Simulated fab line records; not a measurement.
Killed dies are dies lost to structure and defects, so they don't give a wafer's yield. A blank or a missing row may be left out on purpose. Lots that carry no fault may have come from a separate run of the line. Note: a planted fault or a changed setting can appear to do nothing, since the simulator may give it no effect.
Matching of chambers -- flow n5 finfet -- N5_BEOL_M4_STRIP_19 on rie diel-03 has 4 sister chambers
The step strips in O2. 20 wafers are shown with their chamber, then 10 later ones without.

## WAFERS, EACH WITH ITS CHAMBER
wafer,chamber,drypump motor current A (A),showerhead plenum p Torr (Torr),throttle valve pct (%)
L075.3,2,5.2,2.01,16.98
L075.4,1,5.8,2.06,16.51
L075.6,1,5.8,2.06,16.50
L081.1,0,5.0,2.12,16.60
L081.2,3,4.9,2.21,16.35
L081.4,2,5.2,2.00,17.00
L080.1,0,5.0,2.12,16.59
L080.3,3,4.9,2.21,16.36
L080.4,2,5.3,2.00,17.00
L079.1,2,5.2,2.00,16.99
L079.2,3,4.9,2.21,16.36
L079.3,0,5.0,2.12,16.61
L087.4,0,5.0,2.11,16.61
L087.5,3,4.9,2.21,16.35
L087.6,2,5.2,1.99,17.05
L089.1,1,5.8,2.05,16.17
L089.3,0,5.0,2.11,16.62
L089.5,0,5.0,2.11,16.63
L093.1,1,5.8,2.05,16.19
L093.3,0,5.0,2.11,16.63

SIGNATURES (means of the wafers above)
reading,chamber 0,chamber 1,chamber 2,chamber 3,scatter within a chamber
drypump motor current A,5.000,5.800,5.220,4.900,0.0224
showerhead plenum p Torr,2.1143,2.0550,2.0000,2.2100,0.00543
throttle valve pct,16.6129,16.3425,17.0040,16.3550,0.083
Rule: for a wafer and a chamber, the distance is found by dividing, reading by reading, the gap between the wafer's reading and the chamber's mean by the reading's scatter, squaring, summing and taking the root. The wafer belongs to the nearest chamber; if the next one is less than 2 further off, it can't be placed. The scatter: the root of (the sum of the squares of (reading less its chamber's mean) over the shown wafers, divided by (wafers less chambers)).

## WAFERS WITHOUT THEIR CHAMBER
wafer,drypump motor current A (A),showerhead plenum p Torr (Torr),throttle valve pct (%)
L093.5,5.0,2.11,16.64
L094.1,5.8,2.05,16.19
L094.2,4.9,2.20,16.40
L094.3,5.0,2.11,16.63
L094.4,5.2,1.99,17.04
L094.5,5.0,2.11,16.63
L094.6,4.9,2.20,16.39
L097.1,4.8,2.20,16.40
L097.3,5.0,2.11,16.65
L097.5,5.0,2.11,16.63

## WHICH CHAMBER EACH WENT THROUGH
wafer,from the rows above,in truth
L093.5,0,0
L094.1,1,1
L094.2,3,3
L094.3,0,0
L094.4,2,2
L094.5,0,0
L094.6,3,3
L097.1,3,3
L097.3,0,0
L097.5,0,0
Placed correctly: 10 of 10. Can't be placed from these rows: 0. Placed wrongly: 0.
